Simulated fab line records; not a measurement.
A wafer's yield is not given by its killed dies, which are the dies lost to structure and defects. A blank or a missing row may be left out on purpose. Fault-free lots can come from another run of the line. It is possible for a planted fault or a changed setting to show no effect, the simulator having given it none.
Problem report in the 8D (eight disciplines) form, filled by code / flow n5-finfet / the parts of the form that need people (team, actions taken, sign-off) are left out

1. THE PROBLEM
A mean of 91 is read at N5_PASSIVATION_PROBE_49 for killed_at_M4_up, taken on 1 wafer of 1 lot, against 15 (standard deviation 5.6) on wafers free of any fault. That is +14 standard deviations from the usual mean.
First seen on wafer L756.3, day 17 22:19, on prober-01. The record has a number at this step for 17 wafers belonging to 6 lots. Rule for "out", or "out of limits": more than 4 standard deviations from the usual mean. All remaining wafers that have a number are taken as sound.

2. WHAT IT IS, WHAT IT ISN'T
question=which readings at this step | is=killed_at_M4_up, defect-limited-yield, killed-dies, sort_bin_5_function, sort-n-pass, sort-yield-pct | is not=killed_at_M0_to_M3, killed-at-contacts, killed-at-front-end, killed-open, killed-short, sort_bin_6_memory, sort_bin_8_speed
question=which lots | is=L756 | is not=L748, L749, L750, L754, L763
question=which wafers of those lots | is=L756.3 | is not=L756.4, L756.6
question=read on which tools | is=prober-01 | is not=prober-02
question=when | is=from day 17 22:19 | is not=up to then (11 sound wafers); but 5 sound wafers of L756, L763 came after

3. WHAT RULES OUT EACH SUSPECT
Counting: a tool at a process step up to the reading stays a suspect if it ran every lot that is out. Sound lots after the first of them don't rule it out here, since some wafers of a struck lot are sound.
- pvd-sputter-03 at N5_BEOL_M5_SPUTTER_88 (material Cu, target thk 15 nm, time 27.62 s): kept. It ran the lot that is out, L756 (day 13 10:09); its last sound lot up to then is L749 (day 12 19:59).
- pvd-sputter-03 at N5_PASSIVATION_DEGAS_18 (time 60 s): kept. It ran the lot that is out, L756 (day 17 16:32); its last sound lot up to then is L749 (day 16 04:41).
- pvd-sputter-03 at N5_PASSIVATION_SPUTTER_20 (material TaN, target thk 50 nm): kept. It ran the lot that is out, L756 (day 17 16:37); its last sound lot up to then is L749 (day 16 04:46).
- rie-diel-04 at N5_PASSIVATION_STRIP_34 (strips in O2): kept. It ran the lot that is out, L756 (day 17 18:01); its last sound lot up to then is L748 (day 15 16:16).
- prober-01 at N5_PASSIVATION_PROBE_49: kept. It ran the lot that is out, L756 (day 17 22:19); its last sound lot up to then is L749 (day 16 10:32). On those wafers its own readings are out: defect-limited-yield, killed_at_M4_up, killed-dies, sort_bin_5_function, sort-n-pass, sort-yield-pct.
- Within rie-diel-04 at N5_PASSIVATION_STRIP_34: the wafers that are out ran in chamber 1; their sound lot-mates ran in chamber 2.
Left after counting: pvd-sputter-03 at N5_BEOL_M5_SPUTTER_88, pvd-sputter-03 at N5_PASSIVATION_DEGAS_18, pvd-sputter-03 at N5_PASSIVATION_SPUTTER_20, rie-diel-04 at N5_PASSIVATION_STRIP_34, prober-01 at N5_PASSIVATION_PROBE_49.

4. THE CAUSE (what the simulator had put in)
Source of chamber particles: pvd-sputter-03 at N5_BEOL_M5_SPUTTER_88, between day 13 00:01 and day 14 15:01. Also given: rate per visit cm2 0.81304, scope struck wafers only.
Counting leaves 5 suspects; this tool is one of them.

5. THE EFFECT CHAIN, in route order
Rows list readings where the struck wafers' mean (over those with a number) sits beyond 3 standard deviations from the usual. Scope: only readings with a usual standard deviation given in the record; hours: median across lots of the time from each lot's start at the first step in this table that gives one to its start at this step; sigmas: change in usual standard deviations.
hours=0; step=N5_PASSIVATION_PROBE_49; reading=defect-limited-yield; usual=90.9 %; on struck wafers=83.9; change=-7.0; sigmas=-4.4
hours=0; step=N5_PASSIVATION_PROBE_49; reading=killed_at_M4_up; usual=15; on struck wafers=91; change=+76; sigmas=+14
hours=0; step=N5_PASSIVATION_PROBE_49; reading=killed-dies; usual=107; on struck wafers=190; change=+83; sigmas=+4.4
hours=0; step=N5_PASSIVATION_PROBE_49; reading=killed-on-rim; usual=14; on struck wafers=27; change=+13; sigmas=+3.0
hours=0; step=N5_PASSIVATION_PROBE_49; reading=sort_bin_5_function; usual=5.3 %; on struck wafers=10.2; change=+4.9; sigmas=+4.9
hours=0; step=N5_PASSIVATION_PROBE_49; reading=sort-n-pass; usual=1072; on struck wafers=989; change=-83; sigmas=-4.2
hours=0; step=N5_PASSIVATION_PROBE_49; reading=sort-yield-pct; usual=90.9 %; on struck wafers=83.8; change=-7.1; sigmas=-4.2
The process steps in it:
- N5_PASSIVATION_PROBE_49

6. WHAT WOULD HAVE CAUGHT IT SOONER
First out-of-limits reading in this record: day 17 22:19, which is 118 hours after fault onset at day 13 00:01.
No tool reading at N5_BEOL_M5_SPUTTER_88 that has a usual standard deviation in the record was out on any struck wafer, so an alarm limit of 4 standard deviations on those readings would not have fired.
Lots out: 1; all had begun N5_BEOL_M5_SPUTTER_88 on pvd-sputter-03 by day 17 22:19. Holding the tool at that point would not have protected any of them.
